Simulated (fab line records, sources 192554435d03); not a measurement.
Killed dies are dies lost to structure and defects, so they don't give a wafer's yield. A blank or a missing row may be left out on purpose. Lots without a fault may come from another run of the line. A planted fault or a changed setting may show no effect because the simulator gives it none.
A struck lot beside a sound one | flow n5_finfet | 15 steps out of a route of 1938
Sound: wafers L227.1, L227.2, L227.4. Struck: wafers L238.1, L238.2, L238.5. The cause comes at the end.
At each step with rows: each side's tool, then ch and its chambers, then its first start. Under that, the readings that differ: sound wafers | struck wafers | difference of the means | sigmas: that difference in standard deviations of wafers without a fault.
alike: readings whose means differ by less than 2 such deviations, and words and numbers that are the same on both sides. not compared: withheld readings, readings that some wafer has no value for, bounds like >300 that may hide the same value, and numbers for which the record gives no deviation and whose values overlap.
The two part at a step that has a row with sigmas, a row that says differs or no value, or rows on one side only. Numbers that don't overlap but have no deviation are shown without sigmas and don't part them. A reading that every wafer of one side lacks parts them only if that side has two wafers or more.

first, 1 step without rows for these wafers: N5_BEOL_M1_SPUTTER_48 (material Cu, target thk 4.5 nm, time 8.29 s).
N5_BEOL_M1_ANNEAL_49: time 240 s.
  sound on pvd_sputter-01, day 8 05:38; struck on pvd_sputter-02, day 10 22:47
  alike: heater_power_w
then, 2 steps without rows for these wafers: N5_BEOL_M1_SPUTTER_79 (material Cu, target thk 4.5 nm, time 8.29 s); N5_BEOL_M1_ANNEAL_80 (time 240 s).
N5_BEOL_M1_SPUTTER_81: material Cu, target thk 4.5 nm, time 8.29 s.
  sound on pvd_sputter-01, day 8 06:00; struck on pvd_sputter-02, day 10 23:09
  alike: chamber_pressure_pa, throttle_valve_pct
N5_BEOL_M1_ANNEAL_82: time 240 s.
  sound on pvd_sputter-01, day 8 06:05; struck on pvd_sputter-02, day 10 23:14
  alike: heater_power_w
N5_BEOL_M1_SPUTTER_86: material Cu, target thk 4.5 nm, time 8.29 s.
  sound on pvd_sputter-01, day 8 06:13; struck on pvd_sputter-02, day 10 23:22
  alike: chamber_pressure_pa, throttle_valve_pct
then, 1 step without rows for these wafers: N5_BEOL_M1_ANNEAL_87 (time 240 s).
N5_BEOL_M1_SPUTTER_88: material Cu, target thk 4.5 nm, time 8.29 s.
  sound on pvd_sputter-01, day 8 06:26; struck on pvd_sputter-02, day 10 23:35
  alike: chamber_pressure_pa, throttle_valve_pct
then, 3 steps without rows for these wafers: N5_BEOL_M1_ANNEAL_89 (time 240 s); N5_BEOL_M1_SPUTTER_90 (material Cu, target thk 4.5 nm, time 8.29 s); N5_BEOL_M1_ANNEAL_91 (time 240 s).
N5_BEOL_M1_SPUTTER_92: material Cu, target thk 4.5 nm, time 8.29 s.
  sound on pvd_sputter-01, day 8 06:53; struck on pvd_sputter-02, day 11 00:02
  reading                  | sound                   | struck                 | difference | sigmas
  chamber_pressure_pa (Pa) | 0.07015 0.06985 0.06988 | 0.07765 0.0777 0.07752 | +0.00766   | +59
  throttle_valve_pct (%)   | 30.8 29.6 30.0          | 28.8 29.3 29.3         | -1.0       | -2
then, 1 step without rows for these wafers: N5_BEOL_M1_ANNEAL_93 (time 240 s).
N5_BEOL_M4_RC_MEAS_101:
  sound on prober-01 ch 0, day 9 21:01; struck on prober-01 ch 0, day 12 18:41
  reading        | sound             | struck            | difference | sigmas
  DIBL_N (mV/V)  | 35.2 34.9 36.8    | 39.3 39.1 38.5    | +3.3       | +2
  DIBL_P (mV/V)  | 35.1 34.8 37.2    | 40.7 41.1 40.1    | +4.9       | +3
  IOFF_P (nA/um) | 0.180 0.179 0.200 | 0.254 0.262 0.236 | +0.064     | +2
  SS_P (mV/dec)  | 72.9 72.5 73.4    | 75.2 73.8 74.2    | +1.5       | +3
  alike: IOFF_N, ION_N, ION_P, SS_N, VT_N, VT_P

WHERE THEY PART
First at N5_BEOL_M1_SPUTTER_92; last, within this record, at N5_BEOL_M4_RC_MEAS_101.

WHY: what the simulator had put in
Process parameter drift: pvd_sputter-02, from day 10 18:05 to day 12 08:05, at N5_BEOL_M1_SPUTTER_92. Setting chamber_pressure_pa, moved by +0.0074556, from 0.07. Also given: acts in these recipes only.
